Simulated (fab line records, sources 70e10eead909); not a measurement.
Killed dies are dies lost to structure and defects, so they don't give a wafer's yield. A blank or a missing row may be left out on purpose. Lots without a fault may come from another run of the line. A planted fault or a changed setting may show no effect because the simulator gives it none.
Which tool did it? | flow nand_harc | 11 lots, 33 wafers sampled, at 7 steps of a route of 1159

WHAT THE GAUGES READ, wafer by wafer
NHARC_P_STI_CD_MEAS_09: target cd 200 nm. Usual: cd_nm 200.5 nm, standard deviation 2.5.
lot  | measured    | on        | cd_nm (nm)        | flag
L567 | day 2 07:48 | cd_sem-02 | 199.6 204.0 200.8 |
L569 | day 2 23:35 | cd_sem-03 | 199.5 204.5 201.3 |
L571 | day 3 11:32 | cd_sem-03 | 197.8 198.9 201.9 |
L574 | day 4 09:22 | cd_sem-02 | 219.1 215.0 217.4 | OFF
L575 | day 4 09:32 | cd_sem-02 | 198.0 200.8 203.0 |
L581 | day 5 23:09 | cd_sem-01 | 204.2 200.8 205.9 |
L585 | day 6 20:25 | cd_sem-01 | 198.1 202.4 198.1 |
L586 | day 7 04:58 | cd_sem-02 | 202.5 199.6 201.9 |
L587 | day 7 10:50 | cd_sem-03 | 198.1 201.3 203.5 |
L589 | day 8 02:17 | cd_sem-02 | 200.8 196.4 199.5 |
L590 | day 8 02:26 | cd_sem-03 | 202.4 200.1 197.9 |

NHARC_P_STI_CD_MEAS_16. Usual: cd_nm 200.1 nm, standard deviation 3.
lot  | measured    | on        | cd_nm (nm)        | flag
L567 | day 2 08:30 | cd_sem-01 | 199.7 204.1 201.6 |
L569 | day 3 00:18 | cd_sem-03 | 197.1 205.2 199.5 |
L571 | day 3 12:14 | cd_sem-01 | 196.8 199.8 202.7 |
L574 | day 4 10:11 | cd_sem-02 | 214.4 213.0 216.2 | OFF
L575 | day 4 10:19 | cd_sem-03 | 195.3 201.6 201.0 |
L581 | day 5 23:53 | cd_sem-03 | 205.2 203.4 207.4 |
L585 | day 6 21:14 | cd_sem-02 | 198.1 202.9 196.1 |
L586 | day 7 05:40 | cd_sem-01 | 201.3 200.7 201.5 |
L587 | day 7 11:32 | cd_sem-01 | 196.9 201.5 203.4 |
L589 | day 8 03:00 | cd_sem-02 | 199.5 196.4 200.9 |
L590 | day 8 03:08 | cd_sem-02 | 204.3 199.4 197.1 |

NHARC_P_STI_OCD_MEAS_17. Usual: trench_depth_nm 300 nm, standard deviation 6; trench_foot_cd_nm 158.6 nm, standard deviation 2.7.
lot  | measured    | on     | trench_depth_nm (nm) | trench_foot_cd_nm (nm) | flag
L567 | day 2 08:35 | ocd-01 | 307 302 310          | 156.3 162.0 156.9      |
L569 | day 3 00:23 | ocd-01 | 305 295 306          | 156.9 163.8 158.5      |
L571 | day 3 12:20 | ocd-01 | 304 303 303          | 154.7 156.2 160.0      |
L574 | day 4 10:16 | ocd-02 | 298 307 308          | 177.5 171.6 174.0      | OFF
L575 | day 4 10:25 | ocd-01 | 290 300 297          | 157.9 159.1 161.6      |
L581 | day 5 23:59 | ocd-01 | 293 310 312          | 163.9 157.7 162.4      |
L585 | day 6 21:19 | ocd-01 | 295 296 296          | 157.2 161.4 156.2      |
L586 | day 7 05:44 | ocd-01 | 298 299 299          | 160.8 157.2 160.7      |
L587 | day 7 11:37 | ocd-02 | 296 294 291          | 156.7 160.2 162.9      |
L589 | day 8 03:05 | ocd-02 | 304 295 293          | 158.2 154.6 158.8      |
L590 | day 8 03:14 | ocd-01 | 301 297 287          | 160.7 158.4 157.6      |

NHARC_P_GATE_OVL_MEAS_27. Usual: overlay_x_nm -0.1 nm, standard deviation 0.88; overlay_y_nm 0.1 nm, standard deviation 0.59.
lot  | measured     | on         | overlay_x_nm (nm) | overlay_y_nm (nm) | flag
L567 | day 4 11:25  | overlay-01 | 1.0 0.9 0.5       | 0.0 -0.3 0.3      |
L569 | day 5 04:16  | overlay-02 | 0.0 0.7 0.2       | -0.5 -0.4 -0.2    |
L571 | day 5 15:03  | overlay-01 | 0.2 0.1 -0.2      | 0.5 0.8 0.2       |
L574 | day 6 15:38  | overlay-02 | -0.4 0.0 -0.4     | -0.2 0.0 0.5      |
L575 | day 6 15:01  | overlay-01 | -1.3 -1.3 -1.7    | 0.1 0.0 0.2       |
L581 | day 8 04:16  | overlay-01 | -1.4 -1.1 -0.8    | 0.1 1.0 0.2       |
L585 | day 9 00:05  | overlay-02 | 1.3 1.3 1.4       | 0.7 0.5 1.2       |
L586 | day 9 09:29  | overlay-02 | -0.3 -0.2 0.0     | 1.4 0.8 1.2       |
L587 | day 9 16:18  | overlay-01 | -0.9 -1.3 -1.8    | 0.7 1.0 0.5       |
L589 | day 10 06:48 | overlay-01 | 0.6 0.9 0.8       | -0.3 -0.7 -0.9    |
L590 | day 10 07:22 | overlay-02 | -0.3 -0.2 -0.1    | 0.0 -0.5 -0.3     |

WHICH TOOL RAN EACH LOT (tool, then ch and the chambers of the sampled wafers, then the start)
lot  | NHARC_P_STI_EXPOSE_06            | NHARC_P_STI_ETCH_42               | NHARC_P_GATE_HM_DEP_102
L567 | krf_scanner-04 ch 0, day 2 07:39 | rie_diel-10 ch 0,1,2, day 2 08:09 | acl_dep-02 ch 0, day 4 10:11
L569 | krf_scanner-04 ch 0, day 2 23:26 | rie_diel-02 ch 0,1, day 2 23:57   | acl_dep-03 ch 0, day 5 02:43
L571 | krf_scanner-01 ch 0, day 3 11:23 | rie_diel-09 ch 0,1, day 3 11:53   | acl_dep-01 ch 0, day 5 13:57
L574 | krf_scanner-01 ch 0, day 4 09:13 | rie_diel-02 ch 0,2,3, day 4 09:47 | acl_dep-03 ch 0, day 6 14:17
L575 | krf_scanner-02 ch 0, day 4 09:23 | rie_diel-02 ch 0,2,3, day 4 09:57 | acl_dep-03 ch 0, day 6 13:51
L581 | krf_scanner-01 ch 0, day 5 23:00 | rie_diel-10 ch 1,2,3, day 5 23:31 | acl_dep-03 ch 0, day 8 02:49
L585 | krf_scanner-04 ch 0, day 6 20:17 | rie_diel-10 ch 0,1, day 6 20:52   | acl_dep-03 ch 0, day 8 22:52
L586 | krf_scanner-01 ch 0, day 7 04:49 | rie_diel-09 ch 0,1,2, day 7 05:19 | acl_dep-01 ch 0, day 9 08:10
L587 | krf_scanner-01 ch 0, day 7 10:41 | rie_diel-09 ch 0,1, day 7 11:11   | acl_dep-03 ch 0, day 9 14:58
L589 | krf_scanner-01 ch 0, day 8 02:08 | rie_diel-02 ch 0,3, day 8 02:38   | acl_dep-03 ch 0, day 10 05:40
L590 | krf_scanner-04 ch 0, day 8 02:17 | rie_diel-10 ch 0,1,2, day 8 02:49 | acl_dep-01 ch 0, day 10 05:55
- NHARC_P_STI_EXPOSE_06: exposes mask P STI, target cd 200 nm.
- NHARC_P_STI_ETCH_42: etches the open film in N2/H2, target depth 80 nm, overetch 24 nm, time 61 s.
- NHARC_P_GATE_HM_DEP_102: deposits aC, target thk 120 nm.

WHAT THE TOOLS THEMSELVES READ (means of the sampled wafers that have a number; where no wafer has one, the mark that the record gives instead)
NHARC_P_STI_EXPOSE_06. Usual: stage_vel_mm_s 500.09 mm/s, standard deviation 0.25.
lot  | tool           | stage_vel_mm_s (mm/s) | flag
L567 | krf_scanner-04 | 500.34                |
L569 | krf_scanner-04 | 499.84                |
L571 | krf_scanner-01 | 499.96                |
L574 | krf_scanner-01 | 499.90                |
L575 | krf_scanner-02 | 500.12                |
L581 | krf_scanner-01 | 499.97                |
L585 | krf_scanner-04 | 500.58                |
L586 | krf_scanner-01 | 500.16                |
L587 | krf_scanner-01 | 500.24                |
L589 | krf_scanner-01 | 500.46                |
L590 | krf_scanner-04 | 500.01                |

NHARC_P_STI_ETCH_42. Usual: drypump_motor_current_A 5.6 A, standard deviation 0.48; oes_product_au 1.001 a.u., standard deviation 0.013; rf_vpp_V 430.7 V, standard deviation 2.7; showerhead_plenum_p_Torr 2.05 Torr, standard deviation 0.095; throttle_valve_pct 14.172 %, standard deviation 0.0092.
lot  | tool        | drypump_motor_current_A (A) | oes_product_au (a.u.) | rf_vpp_V (V) | showerhead_plenum_p_Torr (Torr) | throttle_valve_pct (%) | flag
L567 | rie_diel-10 | 5.3                         | 1.001                 | 429.2        | 1.99                            | 14.180                 |
L569 | rie_diel-02 | 5.4                         | 0.993                 | 432.8        | 2.11                            | 14.173                 |
L571 | rie_diel-09 | 5.7                         | 1.001                 | 429.1        | 2.01                            | 14.158                 |
L574 | rie_diel-02 | 5.9                         | 0.998                 | 432.4        | 2.11                            | 14.175                 |
L575 | rie_diel-02 | 5.8                         | 0.998                 | 432.5        | 2.11                            | 14.167                 |
L581 | rie_diel-10 | 5.4                         | 1.009                 | 431.1        | 2.09                            | 14.182                 |
L585 | rie_diel-10 | 5.6                         | 0.993                 | 430.3        | 2.04                            | 14.166                 |
L586 | rie_diel-09 | 5.9                         | 0.995                 | 429.5        | 2.00                            | 14.174                 |
L587 | rie_diel-09 | 5.7                         | 1.010                 | 429.2        | 2.01                            | 14.175                 |
L589 | rie_diel-02 | 6.3                         | 0.995                 | 432.1        | 2.15                            | 14.172                 |
L590 | rie_diel-10 | 5.3                         | 1.000                 | 430.4        | 1.99                            | 14.170                 |

NHARC_P_GATE_HM_DEP_102. Usual: throttle_valve_pct 34.999 %, standard deviation 0.0097.
lot  | tool       | throttle_valve_pct (%) | flag
L567 | acl_dep-02 | 34.997                 |
L569 | acl_dep-03 | 34.994                 |
L571 | acl_dep-01 | 34.996                 |
L574 | acl_dep-03 | 35.005                 |
L575 | acl_dep-03 | 34.997                 |
L581 | acl_dep-03 | 34.988                 |
L585 | acl_dep-03 | 34.995                 |
L586 | acl_dep-01 | 34.991                 |
L587 | acl_dep-03 | 34.992                 |
L589 | acl_dep-03 | 34.986                 |
L590 | acl_dep-01 | 34.997                 |

THE ANSWER, worked out from the rows above alone
Rule: a lot is off if the mean of its wafers that have a number lies more than 3 standard deviations from the usual mean. A lot without any number at a reading at which 4 lots or more have one is off too. The other lots that the step has rows for count as sound. The gauges are gone through in route order, then the tools' own readings, and for those a lot's mean is taken as printed above. The first step at which some lot is off is used, and at that step the reading that is off furthest; a lot without a number counts as furthest.
Off: L574, at NHARC_P_STI_CD_MEAS_09 (cd_nm).
A tool fits if, at a process step before that reading, it ran every lot that is off, and no sound lot after the first of them. The gauges at NHARC_P_STI_CD_MEAS_09 aren't tried: what is off there is off at NHARC_P_STI_OCD_MEAS_17 too, on other tools, and a gauge's error can't cause that. None of those tried fits.

WHAT THE SIMULATOR HAD PUT IN
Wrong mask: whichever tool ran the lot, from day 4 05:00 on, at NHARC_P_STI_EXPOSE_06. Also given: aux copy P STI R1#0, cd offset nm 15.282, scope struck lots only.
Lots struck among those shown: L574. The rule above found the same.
